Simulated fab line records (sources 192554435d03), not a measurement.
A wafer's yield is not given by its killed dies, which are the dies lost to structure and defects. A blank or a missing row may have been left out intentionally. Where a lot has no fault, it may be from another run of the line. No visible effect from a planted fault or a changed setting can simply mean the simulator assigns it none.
Split-lot study	flow n5 finfet	21 wafers read across 7 lots, on a route 1938 steps long

## ON THE SPLIT
At N5_BEOL_M9_HM_DEP_02 (deposits TiN, target thk 20 nm), the setting target thk a was moved away from the recipe's 200 angstrom on 9 of the 21 wafers read, by -11.8% to +5.3%. This setting was run at the recipe's value on the other wafers.

The reading is taken at the split's own step.

## THE READING
TiN_of_BEOL_M9_HM_DEP_02.thk nm (the simulator's own value, which no gauge read), in nm, at N5_BEOL_M9_HM_DEP_02 (deposits TiN, target thk 20 nm). No usual value for it is given in the file. The 12 wafers here that ran the recipe average 19.9 nm, standard deviation 0.19 nm.

wafer	tool, chamber at the split	target thk a as run, angstrom	against the recipe	TiN_of_BEOL_M9_HM_DEP_02.thk nm, nm	against lot-mates on the recipe
L078.3	pvd sputter-03, -	200	recipe	19.8	-
L078.4	pvd sputter-03, -	200	recipe	19.8	-
L078.5	pvd sputter-03, -	200	recipe	19.6	-
L081.1	pvd sputter-01, -	177.8	-11.1%	18	-2.0
L081.2	pvd sputter-01, -	200	recipe	20	-
L081.3	pvd sputter-01, -	200	recipe	20	-
L080.1	pvd sputter-03, -	200	recipe	20	-
L080.6	pvd sputter-03, -	200	recipe	20	-
L080.3	pvd sputter-03, -	200	recipe	20.2	-
L083.2	pvd sputter-03, -	200	recipe	19.6	-
L083.3	pvd sputter-03, -	210.6	+5.3%	21	+1.4
L083.5	pvd sputter-03, -	210.6	+5.3%	21	+1.4
L089.2	pvd sputter-01, -	188.4	-5.8%	18.8	-1.4
L089.4	pvd sputter-01, -	188.4	-5.8%	19	-1.2
L089.6	pvd sputter-01, -	200	recipe	20.2	-
L090.2	pvd sputter-02, -	176.4	-11.8%	17.6	no lot-mate on the recipe
L090.3	pvd sputter-02, -	176.4	-11.8%	18	no lot-mate on the recipe
L090.5	pvd sputter-02, -	176.4	-11.8%	17.8	no lot-mate on the recipe
L096.2	pvd sputter-01, -	200	recipe	19.8	-
L096.4	pvd sputter-01, -	200	recipe	19.8	-
L096.3	pvd sputter-01, -	178.4	-10.8%	18	-1.8

FIT RESULTS
A straight line over all 21 wafers: TiN_of_BEOL_M9_HM_DEP_02.thk nm changes by +0.18 nm for each +1% of target thk a; r = +0.99; the points scatter about the line by 0.18 nm.
The same after taking each lot's own level away (the mean of its wafers on the recipe; 18 wafers): +0.2 nm for each +1%; r = +0.98; scatter 0.17 nm.
Per that fit: largest target thk a move, reading shift of 2.4 nm.
The lots' own levels span 19.60 to 20.20 nm, that is 3.1 times the standard deviation above.
Consequently the slope shifts little with the lot-to-lot level, the two slopes agreeing.
Check: with one of the wafers moved furthest among these (-11.1%) left out of the fit, the line predicts -2.26 nm for it against its lot-mates. It came out at -2 nm against them.

## FURTHER SPLITS ON THESE WAFERS
These wafers also went through other splits before the reading. Each is held against what the fit with the lots' levels taken away leaves over:
other split on the same wafers	wafers away from the commonest value	r with TiN_of_BEOL_M9_HM_DEP_02.thk nm (lot level and that fit taken away)
N5_BEOL_M6_EXPOSE_25 dose mj	5	+0.18
N5_BEOL_M6_ETCH_66 bias w	7	-0.33
N5_BEOL_M7_EXPOSE_25 dose mj	8	-0.24
N5_BEOL_M7_ETCH_66 bias w	4	-0.40
N5_BEOL_M8_PECVD_70 time s	9	+0.28

## FILE'S OWN FIT
TiN_of_BEOL_M9_HM_DEP_02.thk nm changes by +0.188 nm for each +1% of target thk a, r = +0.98.
